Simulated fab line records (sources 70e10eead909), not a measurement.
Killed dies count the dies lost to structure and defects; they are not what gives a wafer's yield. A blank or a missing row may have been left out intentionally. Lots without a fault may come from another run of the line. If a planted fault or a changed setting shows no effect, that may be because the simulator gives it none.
Chamber matching ; flow nand harc ; NHARC_A_M1_ETCH_35 on rie diel-10 has 4 sister chambers
The step etches the open film in N2/H2, target depth 40 nm, overetch 12 nm, time 43.94 s. 8 wafers are shown with their chamber, then 7 later ones without.

WAFERS WITH THEIR CHAMBER
wafer;chamber;drypump motor current A (A);rf vpp V (V)
L075.4;2;4.8;432.7
L076.2;1;5.3;430.7
L079.2;2;4.8;431.1
L087.2;0;6.5;428.4
L087.3;3;5.2;433.6
L087.4;1;5.3;429.4
L089.2;0;6.6;428.7
L089.3;3;5.1;432.4

WAFERS WHOSE CHAMBER IS MISSING
wafer;drypump motor current A (A);rf vpp V (V)
L089.6;5.2;434.0
L090.1;6.6;428.6
L090.3;5.2;432.0
L090.5;6.6;428.4
L094.1;6.5;427.6
L094.4;5.2;433.1
L094.6;6.6;427.8

THE CHAMBER EACH PASSED THROUGH
wafer;from the rows above;in truth
L089.6;3;3
L090.1;0;0
L090.3;can't be placed: 3 or 1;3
L090.5;0;0
L094.1;0;0
L094.4;3;3
L094.6;0;0
Correctly placed: 6 of 7. From these rows, 1 cannot be placed; in 1 the true chamber is one of the candidates. Placed wrongly: 0.
How it was worked out, from the rows above alone: a wafer's distance from a chamber is the root of the sum, over the readings, of the square of ((its reading less the chamber's mean) divided by the reading's scatter). The wafer belongs to the nearest chamber; if the next one is less than 2 further off, it can't be placed. The mean given for a chamber averages the wafers shown for that chamber. The scatter: take each reading less its chamber's mean, square it, sum over the shown wafers, divide by the number of wafers less the number of chambers, and take the root.
